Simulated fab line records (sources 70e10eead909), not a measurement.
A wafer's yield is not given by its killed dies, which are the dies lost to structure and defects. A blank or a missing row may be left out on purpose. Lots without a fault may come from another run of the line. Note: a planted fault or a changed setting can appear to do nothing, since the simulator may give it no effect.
Check for tools in common ; flow nand-harc ; 9 lots and 36 wafers in the sample

WHY IT WAS OPENED
3 of 9 lots carry a flag on the reading VT_DECK1_TOP_INNER at NHARC_END_WLT_00. Fault-free wafers read 0.896, with a standard deviation of 0.0063.
Rule: a lot is flagged in two cases, either no wafer of it has a number, or all its wafers with numbers fall more than 4 standard deviations from that mean. All remaining lots are regarded as sound.

lot;measured;on;VT_DECK1_TOP_INNER, wafer by wafer;flag
L353;day 25 16:56;prober-01;0.885 0.889 0.897;
L358;day 27 13:05;prober-02;0.899 0.896 0.894;
L361;day 28 16:50;prober-01;0.896 0.906 0.900;
L360;day 28 20:05;prober-02;0.900 0.895 0.906;
L364;day 29 19:16;prober-02;0.893 0.893 0.896;
L368;day 32 04:26;prober-01;0.967 0.980 0.972 0.973 0.964 0.982;FLAGGED
L369;day 32 14:48;prober-01;0.962 0.971 0.983 0.968 0.978 0.980;FLAGGED
L371;day 33 09:45;prober-02;0.972 0.969 0.966 0.962 0.966 0.971;FLAGGED
L372;day 34 00:26;prober-01;0.899 0.897 0.902;
The mean of the flagged lots' numbers is 0.971, +0.075 from the usual (+12 standard deviations).

WHICH TOOL EACH LOT WENT THROUGH
The record holds 4 process steps before the reading, out of a route of 1302 steps. Each cell gives the tool, then ch followed by the chambers the sampled wafers passed through, then the start.
lot;flag;NHARC_A_CHANNEL_HOLE_D1_ETCH_20;NHARC_A_CHANNEL_FILL_D1_ALD_14;NHARC_A_CHANNEL_FILL_D1_CVD_05;NHARC_A_DECK1_JOINT_ETCHBACK_07
L353;;har-etch-02 ch 0,1, day 10 06:51;ald-hk-04 ch 0,1,3, day 10 19:52;lpcvd-poly-04 ch 0, day 11 18:19;rie-si-03 ch 0,1,3, day 12 15:40
L358;;har-etch-02 ch 0, day 12 05:26;ald-hk-02 ch 0,1,2, day 12 22:50;lpcvd-poly-02 ch 0, day 13 18:15;rie-si-03 ch 2,3, day 14 15:15
L361;;har-etch-02 ch 0,1, day 13 06:38;ald-hk-04 ch 0,2,3, day 13 17:47;lpcvd-poly-01 ch 0, day 14 13:20;rie-si-01 ch 0,1, day 15 10:20
L360;;har-etch-01 ch 0,1, day 13 04:52;ald-hk-02 ch 0,1,2, day 13 17:44;lpcvd-poly-01 ch 0, day 14 13:20;rie-si-03 ch 0,1,3, day 15 10:20
L364;;har-etch-01 ch 0,1, day 14 16:37;ald-hk-02 ch 0,3, day 15 05:00;lpcvd-poly-02 ch 0, day 16 00:35;rie-si-03 ch 2,3, day 16 21:35
L368;FLAGGED;har-etch-01 ch 0,1, day 16 08:40;ald-hk-04 ch 0,2,3, day 16 21:27;lpcvd-poly-01 ch 0, day 17 17:29;rie-si-04 ch 1,2,3, day 18 14:35
L369;FLAGGED;har-etch-01 ch 0,1, day 16 21:35;ald-hk-02 ch 0,1,3, day 17 10:23;lpcvd-poly-01 ch 0, day 18 07:14;rie-si-01 ch 1,3, day 19 04:30
L371;FLAGGED;har-etch-02 ch 0,1, day 17 18:36;ald-hk-04 ch 0,1,2, day 18 07:20;lpcvd-poly-01 ch 0, day 19 03:14;rie-si-04 ch 1,3, day 20 00:25
L372;;har-etch-01 ch 0,1, day 18 05:35;ald-hk-02 ch 0,2,3, day 18 19:27;lpcvd-poly-04 ch 0, day 19 15:00;rie-si-04 ch 1,2,3, day 20 10:04
These steps, and what they do:
- NHARC_A_CHANNEL_HOLE_D1_ETCH_20: etches the open film in C4F8/O2/Ar, time 361.9 s, target depth 1600 nm.
- NHARC_A_CHANNEL_FILL_D1_ALD_14: deposits SiO2, target thk 2.5 nm, pulse time 10 s, ald cycles 25.
- NHARC_A_CHANNEL_FILL_D1_CVD_05: deposits poly-Si, target thk 5 nm.
- NHARC_A_DECK1_JOINT_ETCHBACK_07: etches the open film in HBr, target depth 105 nm, time 26.9 s.
- NHARC_END_WLT_00

FLAGGED OVER TOTAL, TOOL BY TOOL (the gauges that took the reading come last)
step;tool;lots run;flagged;share of the flagged lots;sound lots run after its first flagged lot
NHARC_A_CHANNEL_HOLE_D1_ETCH_20;har-etch-01;5;2;some;1 (L372)
NHARC_A_CHANNEL_HOLE_D1_ETCH_20;har-etch-02;4;1;some;0
NHARC_A_CHANNEL_FILL_D1_ALD_14;ald-hk-02;5;1;some;1 (L372)
NHARC_A_CHANNEL_FILL_D1_ALD_14;ald-hk-04;4;2;some;0
NHARC_A_CHANNEL_FILL_D1_CVD_05;lpcvd-poly-01;5;3;all;0
NHARC_A_CHANNEL_FILL_D1_CVD_05;lpcvd-poly-02;2;0;none;-
NHARC_A_CHANNEL_FILL_D1_CVD_05;lpcvd-poly-04;2;0;none;-
NHARC_A_DECK1_JOINT_ETCHBACK_07;rie-si-01;2;1;some;0
NHARC_A_DECK1_JOINT_ETCHBACK_07;rie-si-03;4;0;none;-
NHARC_A_DECK1_JOINT_ETCHBACK_07;rie-si-04;3;2;some;1 (L372)
NHARC_END_WLT_00;prober-01;5;2;some;1 (L372)
NHARC_END_WLT_00;prober-02;4;1;some;0

WHAT THE TABLE PERMITS
Rows of the table that ran each flagged lot: 1, that is lpcvd-poly-01 at NHARC_A_CHANNEL_FILL_D1_CVD_05.
- lpcvd-poly-01 at NHARC_A_CHANNEL_FILL_D1_CVD_05: 3 of its 5 lots flagged. Last sound lot L360 at day 14 13:20, first flagged lot L368 at day 17 17:29; a fault beginning in between fits. Its own readings lie more than 4 standard deviations out on every wafer of the flagged lots: spike-tc-centre-C, spike-tc-lower-C, spike-tc-top-C, spike-tc-upper-C.
What remains is a single tool, lpcvd-poly-01 at NHARC_A_CHANNEL_FILL_D1_CVD_05.

WHAT THE SIMULATOR HAD INSERTED
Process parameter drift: lpcvd-poly-01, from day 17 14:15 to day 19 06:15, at NHARC_A_CHANNEL_FILL_D1_CVD_05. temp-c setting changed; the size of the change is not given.
Shown lots that were struck: L368, L369, L371. The same result came from the rule above.
